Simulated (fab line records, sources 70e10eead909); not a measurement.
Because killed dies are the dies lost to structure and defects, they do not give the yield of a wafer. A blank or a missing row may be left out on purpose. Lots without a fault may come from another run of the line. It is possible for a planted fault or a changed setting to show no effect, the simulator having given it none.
fab line records -- flow nandHarc -- part 2 of 2: steps 4 to 6 of 6
record lots=23, wafers=69, lastDay=33
route steps=1302 shown A_SGD_CUT@910 A_SLIT@942 A_WL_FILL@967 A_CONTACT@1015
lots with no fault: from the same line, run without faults
startH: hours from the record's opening day to when the first of the lot's shown wafers began -- waitH: hours elapsed since this lot's preceding step -- " unchanged from the row above -- L1.1+2: a row that stands for several wafers -- - no value present, or no start provided -- * or withheld: withheld -- < > ~ a bound
route shown NAME@n: a module of which the file shows steps, and the number in the route of the first -- usual: mean/standard deviation taken from wafers without a fault -- same: alike in all rows -- chamber/n: place in a boat -- sites: readings site by site -- _std_site: standard deviation across them -- _edge_site: mean of outer sites minus mean of inner sites -- radiusMm: for every site, how far away it sits from the centre of the wafer -- mask NAME#n: copy n -- behind: the most recent tool/chamber to have shaped the wafer -- hold: reason for holding the lot/hours on hold/outcome of the hold -- device: which transistor (n, p or np) failed to switch -- end of line: the same wafers' tests at the end of the route -- a step without rows: its recipe alone -- killed: dies lost to structure and defects at the first sort, not the wafer's yield -- map: shows each die of a wafer: x if killed, . if not, _ if none is there
set.NAME: the setting that was run; set.NAME@STEP: the one run at that earlier step -- model.NAME: the simulator's own value behind a step, which no gauge read
steps of the route over a sample of lots; a table a step, a row a wafer
services: the hour from which a tool's chamber was out of use, counted from the record's first day as startH (under 0 if before that day), plus the number of hours and why
## steps
# step NHARC_A_WL_FILL_STRIP_29
# recipe timeS=20, o2FlowSccm=500, arFlowSccm=0, biasW=0, chemistry=O2
# usual drypumpMotorCurrentA=5.8/0.36, oesProductAu=0.998/0.0089, rfVppV=57.9/0.95, showerheadPlenumPTorr=3.54/0.16, throttleValvePct=17.036/0.0093
lot.wafer,tool,chamber,startH,waitH,drypumpMotorCurrentA,oesProductAu,rfHoursCounterH,rfVppV,showerheadPlenumPTorr,throttleValvePct
L075.3,rieDiel-03,2,486.05,0.1,5.9,0.983,1.1,58.9,3.29,17.039
L075.2,rieDiel-03,0,486.05,0.1,5.5,0.993,1.0,57.4,3.50,17.040
L075.6,rieDiel-03,1,486.05,0.1,5.3,0.987,-,56.9,3.32,17.039
L076.1,rieDiel-09,0,495.69,0.1,6.0,1.010,4.4,58.8,3.55,17.024
L076.4,rieDiel-09,1,495.69,0.1,6.1,0.998,4.2,56.8,3.61,17.030
L076.6,rieDiel-09,1,495.69,0.1,6.0,0.997,-,57.1,3.61,17.038
L074.3,rieDiel-06,2,495.72,0.1,5.6,0.994,0.1,58.5,3.79,17.035
L074.5,rieDiel-06,1,495.72,0.1,6.5,0.996,-,58.8,3.52,17.025
L074.6,rieDiel-06,2,495.72,0.1,5.6,0.990,-,58.1,3.79,17.024
L077.3,rieDiel-03,2,495.73,0.1,5.9,0.993,1.3,55.3,3.29,17.023
L077.1,rieDiel-03,1,495.73,0.1,5.3,0.994,0.4,57.8,3.32,17.033
L077.6,rieDiel-03,2,495.73,0.1,6.0,0.998,-,56.7,3.29,17.024
L078.4,rieDiel-09,1,524.02,0.1,6.0,1.010,0.1,57.4,3.61,17.029
L078.3,rieDiel-09,3,524.02,0.1,5.9,1.008,0.1,58.0,3.65,17.027
L078.5,rieDiel-09,1,524.02,0.1,6.1,1.006,-,58.5,3.61,17.033
L079.3,rieDiel-09,1,540.21,0.1,6.1,1.012,0.3,59.3,3.61,17.028
L079.4,rieDiel-09,2,540.21,0.1,5.3,0.995,0.3,59.1,3.73,17.045
L079.6,rieDiel-09,1,540.21,0.1,6.0,1.003,-,57.2,3.61,17.042
L080.1,rieDiel-09,3,547.92,0.1,5.9,1.002,0.8,58.1,3.65,17.037
L080.3,rieDiel-09,0,547.92,0.1,6.0,0.991,0.8,57.0,3.55,17.034
L080.2,rieDiel-09,1,547.92,0.1,6.0,1.001,1.0,58.5,3.61,17.042
L081.2,rieDiel-03,1,552.63,0.1,5.3,0.986,2.9,57.3,3.32,17.027
L081.3,rieDiel-03,3,552.63,0.1,6.1,1.001,3.7,58.2,3.41,17.052
L081.6,rieDiel-03,1,552.63,0.1,5.3,0.979,-,58.3,3.32,17.028
L083.1,rieDiel-09,1,569.65,0.1,6.0,1.004,1.6,59.2,3.61,17.039
L083.3,rieDiel-09,2,569.65,0.1,5.3,0.990,1.5,57.6,3.73,17.027
L083.2,rieDiel-09,3,569.65,0.1,5.9,1.002,1.3,58.3,3.65,17.032
L082.3,rieDiel-09,3,574.29,0.1,6.0,1.014,1.4,57.2,3.65,17.055
L082.2,rieDiel-09,0,574.29,0.1,6.0,1.004,1.4,58.5,3.55,17.041
L082.4,rieDiel-09,2,574.29,0.1,5.3,0.989,1.5,59.0,3.73,17.028
L085.3,rieDiel-09,1,585.16,0.1,6.0,1.002,2.2,59.1,3.61,17.044
L085.1,rieDiel-09,2,585.16,0.1,5.3,0.992,1.9,58.0,3.73,17.031
L085.4,rieDiel-09,0,585.16,0.1,6.0,1.009,2.0,57.1,3.55,17.045
L084.2,rieDiel-06,3,585.18,0.1,6.0,1.018,3.0,58.3,3.36,17.023
L084.1,rieDiel-06,1,585.18,0.1,6.4,1.002,2.9,59.3,3.52,17.013
L084.5,rieDiel-06,3,585.18,0.1,6.0,1.020,-,55.9,3.36,17.025
L087.4,rieDiel-06,1,595.53,0.1,6.5,0.992,3.0,57.8,3.52,17.036
L087.2,rieDiel-06,0,595.53,0.1,5.2,0.995,2.9,58.1,3.31,17.035
L087.5,rieDiel-06,1,595.53,0.1,6.5,0.997,-,57.3,3.52,17.035
L089.2,rieDiel-06,1,620.01,0.1,6.5,1.003,3.8,58.6,3.52,17.033
L089.6,rieDiel-06,0,620.01,0.1,5.2,0.992,-,58.1,3.30,17.041
L089.5,rieDiel-06,1,620.01,0.1,6.4,1.002,-,57.2,3.52,17.051
L088.1,rieDiel-09,2,620.03,0.1,5.3,1.002,2.9,58.8,3.73,17.043
L088.2,rieDiel-09,3,620.03,0.1,6.0,1.002,2.7,58.2,3.65,17.031
L088.6,rieDiel-09,3,620.03,0.1,6.0,1.003,-,58.4,3.65,17.029
L090.2,rieDiel-03,3,650.71,0.1,6.0,0.995,0.0,57.1,3.41,17.046
L090.6,rieDiel-03,3,650.71,0.1,6.0,0.997,-,56.3,3.41,17.040
L090.5,rieDiel-03,0,650.71,0.1,5.6,0.982,-,58.4,3.50,17.019
L091.1,rieDiel-06,1,650.77,0.1,6.5,0.993,5.0,56.8,3.52,17.030
L091.5,rieDiel-06,3,650.77,0.1,6.0,1.009,-,58.5,3.36,17.039
L091.6,rieDiel-06,0,650.77,0.1,5.2,0.997,-,56.3,3.30,17.045
L094.2,rieDiel-09,2,669.45,0.1,5.3,0.989,5.0,58.0,3.72,17.042
L094.3,rieDiel-09,3,669.45,0.1,5.9,1.012,4.7,59.0,3.64,17.042
L094.6,rieDiel-09,2,669.45,0.1,5.3,1.002,-,58.0,3.73,17.038
L092.2,rieDiel-09,2,669.49,0.1,5.3,0.978,5.0,57.3,3.72,17.041
L092.3,rieDiel-09,0,669.49,0.1,6.0,1.003,4.0,58.0,3.55,17.053
L092.4,rieDiel-09,1,669.49,0.1,6.1,0.999,5.1,59.5,3.61,17.060
L093.1,rieDiel-03,2,674.71,0.1,5.9,0.998,1.5,56.3,3.28,17.015
L093.4,rieDiel-03,1,674.71,0.1,5.3,1.005,-,58.5,3.31,17.041
L093.6,rieDiel-03,2,674.71,0.1,5.9,1.008,-,57.0,3.28,17.059
L095.1,rieDiel-06,3,697.88,0.1,6.0,0.998,0.6,57.9,3.36,17.047
L095.4,rieDiel-06,0,697.88,0.1,5.2,1.011,0.5,57.5,3.30,17.041
L095.2,rieDiel-06,2,697.88,0.1,5.6,0.990,0.7,59.2,3.78,17.035
L096.1,rieDiel-09,1,697.90,0.1,6.0,1.001,0.5,57.4,3.61,17.026
L096.2,rieDiel-09,3,697.90,0.1,6.0,0.991,0.3,58.2,3.65,17.037
L096.6,rieDiel-09,0,697.90,0.1,6.0,1.007,-,57.3,3.55,17.020
L097.2,rieDiel-06,3,708.32,0.1,6.0,0.990,1.0,57.0,3.36,17.047
L097.1,rieDiel-06,1,708.32,0.1,6.5,0.986,1.1,57.6,3.52,17.047
L097.5,rieDiel-06,0,708.32,0.1,5.2,1.002,-,56.8,3.30,17.013
# step NHARC_A_CONTACT_ETCH_121
# recipe sourceW=withheld, pressureMtorr=20, biasV=3000, timeS=190, targetDepthA=18500, arFlowSccm=withheld, c4f8FlowSccm=withheld, o2FlowSccm=withheld, chemistry=C4F8/O2/Ar
# usual oesAirLineAu=0.995/0.022
lot.wafer,tool,chamber,startH,waitH,oesAirLineAu,rfHoursCounterH
L075.2,harCapEtch-02,0,503.30,0.1,0.994,82
L075.3,harCapEtch-02,1,503.30,0.1,0.967,-
L075.6,harCapEtch-02,0,503.30,0.1,0.992,-
L076.1,harCapEtch-03,1,512.20,0.1,1.038,42
L076.4,harCapEtch-03,1,512.20,0.1,1.010,-
L076.6,harCapEtch-03,1,512.20,0.1,0.999,-
L077.1,harCapEtch-02,0,512.56,0.1,1.009,84
L077.3,harCapEtch-02,0,512.56,0.1,0.989,-
L077.6,harCapEtch-02,1,512.56,0.1,1.007,-
L074.3,harCapEtch-03,1,514.84,0.1,0.997,-
L074.5,harCapEtch-03,1,514.84,0.1,0.966,-
L074.6,harCapEtch-03,0,514.84,0.1,1.015,-
L078.3,harCapEtch-03,1,539.90,0.1,0.987,-
L078.4,harCapEtch-03,0,539.90,0.1,0.989,-
L078.5,harCapEtch-03,1,539.90,0.1,0.974,-
L079.4,harCapEtch-02,0,556.11,0.1,0.982,-
L079.3,harCapEtch-02,1,556.11,0.1,1.001,-
L079.6,harCapEtch-02,0,556.11,0.1,0.966,-
L080.1,harCapEtch-01,0,567.42,0.1,1.015,9
L080.2,harCapEtch-01,1,567.42,0.1,0.997,9
L080.3,harCapEtch-01,1,567.42,0.1,0.966,-
L081.2,harCapEtch-03,0,574.80,0.1,1.017,54
L081.3,harCapEtch-03,1,574.80,0.1,1.016,-
L081.6,harCapEtch-03,1,574.80,0.1,1.030,-
L083.1,harCapEtch-01,1,585.59,0.1,1.018,13
L083.2,harCapEtch-01,0,585.59,0.1,0.998,13
L083.3,harCapEtch-01,0,585.59,0.1,0.998,-
L082.2,harCapEtch-03,0,591.22,0.1,0.986,58
L082.3,harCapEtch-03,0,591.22,0.1,0.962,-
L082.4,harCapEtch-03,1,591.22,0.1,1.034,-
L085.1,harCapEtch-03,1,601.51,0.1,0.968,60
L085.3,harCapEtch-03,1,601.51,0.1,0.996,-
L085.4,harCapEtch-03,0,601.51,0.1,0.989,-
L084.2,harCapEtch-01,1,602.58,0.1,1.017,16
L084.1,harCapEtch-01,0,602.58,0.1,0.984,16
L084.5,harCapEtch-01,0,602.58,0.1,0.970,-
L087.2,harCapEtch-01,0,611.90,0.1,0.969,19
L087.4,harCapEtch-01,1,611.90,0.1,0.989,-
L087.5,harCapEtch-01,0,611.90,0.1,0.987,-
L088.2,harCapEtch-02,1,635.87,0.1,0.992,108
L088.1,harCapEtch-02,0,635.87,0.1,1.003,108
L088.6,harCapEtch-02,0,635.87,0.1,0.983,-
L089.2,harCapEtch-01,0,636.90,0.1,0.978,25
L089.5,harCapEtch-01,0,636.90,0.1,1.000,-
L089.6,harCapEtch-01,1,636.90,0.1,1.033,-
L091.1,harCapEtch-01,0,666.49,0.1,0.998,29
L091.6,harCapEtch-01,0,666.49,0.1,1.010,-
L091.5,harCapEtch-01,1,666.49,0.1,0.978,-
L090.2,harCapEtch-03,1,666.93,0.1,0.990,72
L090.6,harCapEtch-03,0,666.93,0.1,1.016,-
L090.5,harCapEtch-03,1,666.93,0.1,0.976,-
L094.2,harCapEtch-03,1,689.68,0.1,1.017,75
L094.3,harCapEtch-03,0,689.68,0.1,1.034,-
L094.6,harCapEtch-03,0,689.68,0.1,0.996,-
L092.2,harCapEtch-02,0,689.83,0.1,0.997,116
L092.3,harCapEtch-02,0,689.83,0.1,1.000,-
L092.4,harCapEtch-02,1,689.83,0.1,0.974,-
L093.1,harCapEtch-03,1,695.78,0.2,0.962,77
L093.4,harCapEtch-03,0,695.78,0.2,0.998,-
L093.6,harCapEtch-03,0,695.78,0.2,0.974,-
L095.2,harCapEtch-03,1,714.41,0.1,0.973,81
L095.1,harCapEtch-03,0,714.41,0.1,1.004,81
L095.4,harCapEtch-03,0,714.41,0.1,1.023,-
L096.2,harCapEtch-01,0,715.68,0.1,1.033,38
L096.1,harCapEtch-01,1,715.68,0.1,0.992,38
L096.6,harCapEtch-01,0,715.68,0.1,1.014,-
L097.2,harCapEtch-03,0,724.15,0.1,0.974,83
L097.1,harCapEtch-03,1,724.15,0.1,1.003,83
L097.5,harCapEtch-03,1,724.15,0.1,1.021,-
# step NHARC_A_CONTACT_CD_MEAS_69
# recipe targetCdNm=300, landingEnergyEv=500
# usual cdNm=299.6/0.54
lot.wafer,tool,chamber,startH,waitH,cdNm
L075.2,cdSem-02,0,513.62,-,298.6
L075.3,cdSem-02,0,513.62,-,299.1
L075.6,cdSem-02,0,513.62,-,298.2
L076.1,cdSem-01,0,520.64,-,298.8
L076.4,cdSem-01,0,520.64,-,298.1
L076.6,cdSem-01,0,520.64,-,299.2
L077.1,cdSem-02,0,520.81,-,298.6
L077.3,cdSem-02,0,520.81,-,299.2
L077.6,cdSem-02,0,520.81,-,299.3
L074.3,cdSem-02,0,523.70,-,300.3
L074.5,cdSem-02,0,523.70,-,299.4
L074.6,cdSem-02,0,523.70,-,299.2
L078.3,cdSem-01,0,547.99,-,299.3
L078.4,cdSem-01,0,547.99,-,299.2
L078.5,cdSem-01,0,547.99,-,300.0
L079.3,cdSem-02,0,566.31,-,298.3
L079.4,cdSem-02,0,566.31,-,299.6
L079.6,cdSem-02,0,566.31,-,299.5
L080.1,cdSem-03,0,577.67,-,299.7
L080.2,cdSem-03,0,577.67,-,299.2
L080.3,cdSem-03,0,577.67,-,300.2
L081.2,cdSem-03,0,581.79,-,300.2
L081.3,cdSem-03,0,581.79,-,299.5
L081.6,cdSem-03,0,581.79,-,300.2
L083.1,cdSem-02,0,593.60,-,299.8
L083.2,cdSem-02,0,593.60,-,299.9
L083.3,cdSem-02,0,593.60,-,299.7
L082.2,cdSem-02,0,600.35,-,299.6
L082.3,cdSem-02,0,600.35,-,300.3
L082.4,cdSem-02,0,600.35,-,300.4
L085.1,cdSem-02,0,609.06,-,299.4
L085.3,cdSem-02,0,609.06,-,299.0
L085.4,cdSem-02,0,609.06,-,299.9
L084.1,cdSem-03,0,610.32,-,299.4
L084.2,cdSem-03,0,610.32,-,300.4
L084.5,cdSem-03,0,610.32,-,300.5
L087.2,cdSem-02,0,620.85,-,300.2
L087.4,cdSem-02,0,620.85,-,299.6
L087.5,cdSem-02,0,620.85,-,299.5
L088.1,cdSem-02,0,642.39,-,300.4
L088.2,cdSem-02,0,642.39,-,299.9
L088.6,cdSem-02,0,642.39,-,299.3
L089.2,cdSem-03,0,643.33,-,300.5
L089.5,cdSem-03,0,643.33,-,299.9
L089.6,cdSem-03,0,643.33,-,299.9
L091.1,cdSem-03,0,677.67,-,300.3
L091.5,cdSem-03,0,677.67,-,299.7
L091.6,cdSem-03,0,677.67,-,299.6
L090.2,cdSem-02,0,679.54,-,299.3
L090.5,cdSem-02,0,679.54,-,299.4
L090.6,cdSem-02,0,679.54,-,299.3
L094.2,cdSem-02,0,698.25,-,298.9
L094.3,cdSem-02,0,698.25,-,299.8
L094.6,cdSem-02,0,698.25,-,299.3
L092.2,cdSem-02,0,698.62,-,299.8
L092.3,cdSem-02,0,698.62,-,299.9
L092.4,cdSem-02,0,698.62,-,299.7
L093.1,cdSem-02,0,703.79,-,299.1
L093.4,cdSem-02,0,703.79,-,299.0
L093.6,cdSem-02,0,703.79,-,300.0
L095.1,cdSem-02,0,722.89,-,300.5
L095.2,cdSem-02,0,722.89,-,299.7
L095.4,cdSem-02,0,722.89,-,299.8
L096.1,cdSem-01,0,723.60,-,299.1
L096.2,cdSem-01,0,723.60,-,300.0
L096.6,cdSem-01,0,723.60,-,299.5
L097.1,cdSem-01,0,730.70,-,299.1
L097.2,cdSem-01,0,730.70,-,299.8
L097.5,cdSem-01,0,730.70,-,300.4
## services
tool,chamber,startH,hours,kind
rieDiel-01,-,422.73,1.2,repair
rieDiel-11,-,432.57,9.0,pm
rieDiel-05,2,454.87,4.3,repair
rieDiel-05,3,456.61,14.6,repair
rieDiel-05,1,468.84,8.2,repair
rieDiel-07,-,471.90,9.0,pm
rieDiel-09,2,488.16,1.6,repair
rieDiel-07,1,496.32,6.1,repair
rieDiel-09,-,497.10,9.0,pm
rieDiel-05,2,504.97,49.2,repair
rieDiel-01,3,537.03,1.6,repair
rieDiel-11,-,546.22,1.0,repair
rieDiel-01,-,557.80,9.0,pm
rieDiel-07,2,566.43,3.6,repair
rieDiel-11,3,578.61,4.8,repair
rieDiel-05,-,583.64,9.0,pm
rieDiel-05,2,618.01,15.0,repair
rieDiel-01,-,624.19,2.0,repair
rieDiel-07,2,631.67,4.4,repair
rieDiel-07,1,638.78,23.3,repair
rieDiel-07,-,649.12,9.0,pm
rieDiel-01,3,662.38,4.5,repair
rieDiel-01,2,666.84,1.5,repair
rieDiel-05,2,682.03,5.5,repair
